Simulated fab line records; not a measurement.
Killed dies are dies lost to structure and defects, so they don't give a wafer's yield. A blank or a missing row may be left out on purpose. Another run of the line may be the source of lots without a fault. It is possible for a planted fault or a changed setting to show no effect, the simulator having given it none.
Which tool is to blame? :: flow n5_finfet :: 24 lots with 72 wafers sampled at 3 steps, on a route of 1938 steps

== WHAT EACH GAUGE READ, for each wafer ==
N5_BEOL_M2_CD_MEAS_18: pitch 36 nm, target cd 18 nm. Usual: cd_nm reads 18.1 nm (standard deviation 0.41).
lot: L074
measured: day 6 12:14
on: cd_sem-01
cd_nm (nm): 18.5 17.7 18.2
flag: 

lot: L075
measured: day 6 17:47
on: cd_sem-02
cd_nm (nm): 18.7 18.3 18.1
flag: 

lot: L076
measured: day 7 02:29
on: cd_sem-03
cd_nm (nm): 18.0 18.0 17.9
flag: 

lot: L077
measured: day 7 10:02
on: cd_sem-01
cd_nm (nm): 18.3 17.9 18.4
flag: 

lot: L078
measured: day 7 12:19
on: cd_sem-03
cd_nm (nm): 18.2 17.9 18.1
flag: 

lot: L079
measured: day 7 18:49
on: cd_sem-03
cd_nm (nm): 18.2 18.2 17.8
flag: 

lot: L080
measured: day 8 04:47
on: cd_sem-03
cd_nm (nm): 18.0 18.5 17.5
flag: 

lot: L081
measured: day 8 09:07
on: cd_sem-02
cd_nm (nm): 18.3 18.0 18.7
flag: 

lot: L083
measured: day 8 18:14
on: cd_sem-03
cd_nm (nm): 19.1 18.1 18.5
flag: 

lot: L082
measured: day 8 18:28
on: cd_sem-03
cd_nm (nm): 18.5 18.4 18.1
flag: 

lot: L084
measured: day 9 20:28
on: cd_sem-03
cd_nm (nm): 18.0 18.3 18.6
flag: 

lot: L085
measured: day 10 01:22
on: cd_sem-01
cd_nm (nm): 17.6 17.4 17.9
flag: 

lot: L086
measured: day 10 04:34
on: cd_sem-01
cd_nm (nm): 18.5 18.1 18.5
flag: 

lot: L087
measured: day 10 06:10
on: cd_sem-01
cd_nm (nm): 16.8 17.6 17.4
flag: 

lot: L088
measured: day 10 06:13
on: cd_sem-03
cd_nm (nm): 17.8 18.1 17.7
flag: 

lot: L089
measured: day 10 08:43
on: cd_sem-02
cd_nm (nm): 17.5 17.9 17.8
flag: 

lot: L090
measured: day 10 14:02
on: cd_sem-02
cd_nm (nm): 18.4 18.4 17.8
flag: 

lot: L091
measured: day 10 19:40
on: cd_sem-03
cd_nm (nm): 18.8 17.5 18.7
flag: 

lot: L092
measured: day 11 03:50
on: cd_sem-02
cd_nm (nm): 19.2 18.8 18.6
flag: 

lot: L093
measured: day 11 08:28
on: cd_sem-02
cd_nm (nm): 18.2 18.2 17.4
flag: 

lot: L094
measured: day 11 18:31
on: cd_sem-02
cd_nm (nm): 17.7 17.6 17.5
flag: 

lot: L095
measured: day 11 18:43
on: cd_sem-02
cd_nm (nm): 17.9 18.0 18.2
flag: 

lot: L096
measured: day 12 09:34
on: cd_sem-01
cd_nm (nm): 18.7 18.4 19.0
flag: 

lot: L097
measured: day 12 20:49
on: cd_sem-03
cd_nm (nm): 18.0 18.1 18.1
flag: 

N5_BEOL_M2_INSPECT_30: inspects for defects (brightfield). Usual: raw_defect_count reads 387 (standard deviation 100).
lot: L074
measured: day 6 12:38
on: defect_inspect-02
raw_defect_count: 444 461 478
flag: 

lot: L075
measured: day 6 18:19
on: defect_inspect-01
raw_defect_count: 553 370 267
flag: 

lot: L076
measured: day 7 03:01
on: defect_inspect-02
raw_defect_count: 576 460 452
flag: 

lot: L077
measured: day 7 10:34
on: defect_inspect-02
raw_defect_count: 431 282 327
flag: 

lot: L078
measured: day 7 12:43
on: defect_inspect-01
raw_defect_count: 331 396 290
flag: 

lot: L079
measured: day 7 19:14
on: defect_inspect-02
raw_defect_count: 276 315 303
flag: 

lot: L080
measured: day 8 05:11
on: defect_inspect-01
raw_defect_count: 430 401 333
flag: 

lot: L081
measured: day 8 09:32
on: defect_inspect-02
raw_defect_count: 479 444 405
flag: 

lot: L083
measured: day 8 18:46
on: defect_inspect-01
raw_defect_count: 410 330 425
flag: 

lot: L082
measured: day 8 19:00
on: defect_inspect-01
raw_defect_count: 481 594 425
flag: 

lot: L084
measured: day 9 20:53
on: defect_inspect-02
raw_defect_count: 432 484 351
flag: 

lot: L085
measured: day 10 01:46
on: defect_inspect-02
raw_defect_count: 401 314 381
flag: 

lot: L086
measured: day 10 04:58
on: defect_inspect-01
raw_defect_count: 656 636 703
flag: 

lot: L087
measured: day 10 06:42
on: defect_inspect-02
raw_defect_count: 462 399 335
flag: 

lot: L088
measured: day 10 06:46
on: defect_inspect-02
raw_defect_count: 269 318 387
flag: 

lot: L089
measured: day 10 09:15
on: defect_inspect-01
raw_defect_count: 352 384 527
flag: 

lot: L090
measured: day 10 14:26
on: defect_inspect-02
raw_defect_count: 300 242 382
flag: 

lot: L091
measured: day 10 20:13
on: defect_inspect-02
raw_defect_count: 315 382 421
flag: 

lot: L092
measured: day 11 04:15
on: defect_inspect-01
raw_defect_count: 463 553 452
flag: 

lot: L093
measured: day 11 08:53
on: defect_inspect-02
raw_defect_count: 277 322 254
flag: 

lot: L094
measured: day 11 19:02
on: defect_inspect-02
raw_defect_count: 229 258 236
flag: 

lot: L095
measured: day 11 19:16
on: defect_inspect-02
raw_defect_count: 407 414 542
flag: 

lot: L096
measured: day 12 09:58
on: defect_inspect-02
raw_defect_count: 320 247 298
flag: 

lot: L097
measured: day 12 21:21
on: defect_inspect-02
raw_defect_count: 411 291 384
flag: 

== WHICH TOOL RAN EACH LOT (tool, then ch and the chambers of the sampled wafers, then the start) ==
lot: L074
N5_BEOL_M2_STRIP_19: rie_diel-01 ch 0,1,3, day 6 12:10

lot: L075
N5_BEOL_M2_STRIP_19: rie_diel-01 ch 0,2,3, day 6 17:43

lot: L076
N5_BEOL_M2_STRIP_19: rie_diel-03 ch 1,2, day 7 02:25

lot: L077
N5_BEOL_M2_STRIP_19: rie_diel-05 ch 0,1, day 7 09:58

lot: L078
N5_BEOL_M2_STRIP_19: rie_diel-05 ch 2,3, day 7 12:14

lot: L079
N5_BEOL_M2_STRIP_19: rie_diel-05 ch 0,1,3, day 7 18:45

lot: L080
N5_BEOL_M2_STRIP_19: rie_diel-01 ch 0,3, day 8 04:42

lot: L081
N5_BEOL_M2_STRIP_19: rie_diel-01 ch 0,1,3, day 8 09:03

lot: L083
N5_BEOL_M2_STRIP_19: rie_diel-03 ch 1,2,3, day 8 18:10

lot: L082
N5_BEOL_M2_STRIP_19: rie_diel-01 ch 0,2,3, day 8 18:24

lot: L084
N5_BEOL_M2_STRIP_19: rie_diel-03 ch 1,2,3, day 9 20:24

lot: L085
N5_BEOL_M2_STRIP_19: rie_diel-01 ch 0,1,3, day 10 01:17

lot: L086
N5_BEOL_M2_STRIP_19: rie_diel-01 ch 0,1,2, day 10 04:29

lot: L087
N5_BEOL_M2_STRIP_19: rie_diel-05 ch 0,2, day 10 06:06

lot: L088
N5_BEOL_M2_STRIP_19: rie_diel-05 ch 0,2, day 10 06:08

lot: L089
N5_BEOL_M2_STRIP_19: rie_diel-01 ch 0,3, day 10 08:38

lot: L090
N5_BEOL_M2_STRIP_19: rie_diel-03 ch 0,3, day 10 13:58

lot: L091
N5_BEOL_M2_STRIP_19: rie_diel-05 ch 1,2,3, day 10 19:36

lot: L092
N5_BEOL_M2_STRIP_19: rie_diel-03 ch 0,2,3, day 11 03:46

lot: L093
N5_BEOL_M2_STRIP_19: rie_diel-03 ch 0,3, day 11 08:24

lot: L094
N5_BEOL_M2_STRIP_19: rie_diel-05 ch 0,3, day 11 18:26

lot: L095
N5_BEOL_M2_STRIP_19: rie_diel-05 ch 0,1,3, day 11 18:40

lot: L096
N5_BEOL_M2_STRIP_19: rie_diel-03 ch 1,2, day 12 09:29

lot: L097
N5_BEOL_M2_STRIP_19: rie_diel-01 ch 2,3, day 12 20:44
- N5_BEOL_M2_STRIP_19: strips in O2.

== AS READ BY THE TOOLS THEMSELVES (means over the sampled wafers that have a number; for cases with no such wafer, the mark the record gives instead) ==
N5_BEOL_M2_STRIP_19. Usual: drypump_motor_current_A 5.5 A, standard deviation 0.44; o2_flow_sccm 225.0 sccm, standard deviation 0.65; oes_product_au 0.80 a.u., standard deviation 0.094; rf_vpp_V 3.7 V, standard deviation 0.53; showerhead_plenum_p_Torr 2.13 Torr, standard deviation 0.079; throttle_valve_pct 16.70 %, standard deviation 0.28.
lot: L074
tool: rie_diel-01
drypump_motor_current_A (A): 5.5
o2_flow_sccm (sccm): 225.4
oes_product_au (a.u.): 0.71
rf_vpp_V (V): 3.4
showerhead_plenum_p_Torr (Torr): 2.15
throttle_valve_pct (%): 16.85
flag: 

lot: L075
tool: rie_diel-01
drypump_motor_current_A (A): 5.8
o2_flow_sccm (sccm): 224.5
oes_product_au (a.u.): 0.72
rf_vpp_V (V): 4.2
showerhead_plenum_p_Torr (Torr): 2.10
throttle_valve_pct (%): 16.97
flag: 

lot: L076
tool: rie_diel-03
drypump_motor_current_A (A): 5.3
o2_flow_sccm (sccm): 225.2
oes_product_au (a.u.): 0.75
rf_vpp_V (V): 3.2
showerhead_plenum_p_Torr (Torr): 2.05
throttle_valve_pct (%): 16.65
flag: 

lot: L077
tool: rie_diel-05
drypump_motor_current_A (A): 5.0
o2_flow_sccm (sccm): 224.8
oes_product_au (a.u.): 0.87
rf_vpp_V (V): 3.1
showerhead_plenum_p_Torr (Torr): 2.11
throttle_valve_pct (%): 16.54
flag: 

lot: L078
tool: rie_diel-05
drypump_motor_current_A (A): 5.9
o2_flow_sccm (sccm): 225.4
oes_product_au (a.u.): 0.77
rf_vpp_V (V): 3.4
showerhead_plenum_p_Torr (Torr): 2.07
throttle_valve_pct (%): 16.72
flag: 

lot: L079
tool: rie_diel-05
drypump_motor_current_A (A): 5.5
o2_flow_sccm (sccm): 224.9
oes_product_au (a.u.): 0.87
rf_vpp_V (V): 4.5
showerhead_plenum_p_Torr (Torr): 2.09
throttle_valve_pct (%): 16.51
flag: 

lot: L080
tool: rie_diel-01
drypump_motor_current_A (A): 5.7
o2_flow_sccm (sccm): 224.1
oes_product_au (a.u.): 0.89
rf_vpp_V (V): 3.9
showerhead_plenum_p_Torr (Torr): 2.14
throttle_valve_pct (%): 16.58
flag: 

lot: L081
tool: rie_diel-01
drypump_motor_current_A (A): 5.5
o2_flow_sccm (sccm): 224.5
oes_product_au (a.u.): 0.80
rf_vpp_V (V): 3.7
showerhead_plenum_p_Torr (Torr): 2.14
throttle_valve_pct (%): 16.73
flag: 

lot: L083
tool: rie_diel-03
drypump_motor_current_A (A): 5.5
o2_flow_sccm (sccm): 225.3
oes_product_au (a.u.): 0.87
rf_vpp_V (V): 3.5
showerhead_plenum_p_Torr (Torr): 2.22
throttle_valve_pct (%): 16.45
flag: 

lot: L082
tool: rie_diel-01
drypump_motor_current_A (A): 5.8
o2_flow_sccm (sccm): 225.5
oes_product_au (a.u.): 0.90
rf_vpp_V (V): 3.9
showerhead_plenum_p_Torr (Torr): 2.18
throttle_valve_pct (%): 16.67
flag: 

lot: L084
tool: rie_diel-03
drypump_motor_current_A (A): 5.5
o2_flow_sccm (sccm): 224.7
oes_product_au (a.u.): 0.86
rf_vpp_V (V): 3.2
showerhead_plenum_p_Torr (Torr): 2.22
throttle_valve_pct (%): 16.48
flag: 

lot: L085
tool: rie_diel-01
drypump_motor_current_A (A): 5.5
o2_flow_sccm (sccm): 225.5
oes_product_au (a.u.): 0.78
rf_vpp_V (V): 3.8
showerhead_plenum_p_Torr (Torr): 2.14
throttle_valve_pct (%): 16.75
flag: 

lot: L086
tool: rie_diel-01
drypump_motor_current_A (A): 5.6
o2_flow_sccm (sccm): 225.7
oes_product_au (a.u.): 0.85
rf_vpp_V (V): 3.3
showerhead_plenum_p_Torr (Torr): 2.19
throttle_valve_pct (%): 16.85
flag: 

lot: L087
tool: rie_diel-05
drypump_motor_current_A (A): 5.1
o2_flow_sccm (sccm): 224.9
oes_product_au (a.u.): 0.79
rf_vpp_V (V): 3.6
showerhead_plenum_p_Torr (Torr): 2.12
throttle_valve_pct (%): 16.60
flag: 

lot: L088
tool: rie_diel-05
drypump_motor_current_A (A): 5.1
o2_flow_sccm (sccm): 224.5
oes_product_au (a.u.): 0.78
rf_vpp_V (V): 4.2
showerhead_plenum_p_Torr (Torr): 2.12
throttle_valve_pct (%): 16.63
flag: 

lot: L089
tool: rie_diel-01
drypump_motor_current_A (A): 5.7
o2_flow_sccm (sccm): 224.7
oes_product_au (a.u.): 0.80
rf_vpp_V (V): 3.2
showerhead_plenum_p_Torr (Torr): 2.13
throttle_valve_pct (%): 16.58
flag: 

lot: L090
tool: rie_diel-03
drypump_motor_current_A (A): 5.4
o2_flow_sccm (sccm): 224.8
oes_product_au (a.u.): 0.76
rf_vpp_V (V): 4.0
showerhead_plenum_p_Torr (Torr): 2.13
throttle_valve_pct (%): 16.80
flag: 

lot: L091
tool: rie_diel-05
drypump_motor_current_A (A): 5.9
o2_flow_sccm (sccm): 224.9
oes_product_au (a.u.): 0.76
rf_vpp_V (V): 3.2
showerhead_plenum_p_Torr (Torr): 2.06
throttle_valve_pct (%): 16.74
flag: 

lot: L092
tool: rie_diel-03
drypump_motor_current_A (A): 5.6
o2_flow_sccm (sccm): 225.8
oes_product_au (a.u.): 0.78
rf_vpp_V (V): 3.9
showerhead_plenum_p_Torr (Torr): 2.13
throttle_valve_pct (%): 16.73
flag: 

lot: L093
tool: rie_diel-03
drypump_motor_current_A (A): 5.4
o2_flow_sccm (sccm): 225.0
oes_product_au (a.u.): 0.75
rf_vpp_V (V): 3.6
showerhead_plenum_p_Torr (Torr): 2.13
throttle_valve_pct (%): 16.82
flag: 

lot: L094
tool: rie_diel-05
drypump_motor_current_A (A): 5.8
o2_flow_sccm (sccm): 225.2
oes_product_au (a.u.): 0.85
rf_vpp_V (V): 3.8
showerhead_plenum_p_Torr (Torr): 2.09
throttle_valve_pct (%): 16.37
flag: 

lot: L095
tool: rie_diel-05
drypump_motor_current_A (A): 5.5
o2_flow_sccm (sccm): 224.6
oes_product_au (a.u.): 0.82
rf_vpp_V (V): 3.7
showerhead_plenum_p_Torr (Torr): 2.08
throttle_valve_pct (%): 16.58
flag: 

lot: L096
tool: rie_diel-03
drypump_motor_current_A (A): 5.7
o2_flow_sccm (sccm): 225.1
oes_product_au (a.u.): 0.85
rf_vpp_V (V): 3.9
showerhead_plenum_p_Torr (Torr): 2.21
throttle_valve_pct (%): 16.44
flag: 

lot: L097
tool: rie_diel-01
drypump_motor_current_A (A): 5.7
o2_flow_sccm (sccm): 225.5
oes_product_au (a.u.): 0.79
rf_vpp_V (V): 3.3
showerhead_plenum_p_Torr (Torr): 2.16
throttle_valve_pct (%): 16.69
flag: 

== THE ANSWER, worked out from the rows above alone ==
Rule: take the mean of a lot's wafers that have a number; if it is more than 3 standard deviations from the usual mean, the lot is off. A lot without any number at a reading at which 4 lots or more have one is off too. Any other lot the step has rows for is counted as sound. First the gauges in route order, then the tools' own readings, where a lot's mean is used as printed above. At the first step where some lot is off, the reading lying furthest off is the one used; lots without a number count as furthest.
Nothing can be told from this: no lot is off at any reading shown.

== WHAT WAS PUT IN BY THE SIMULATOR ==
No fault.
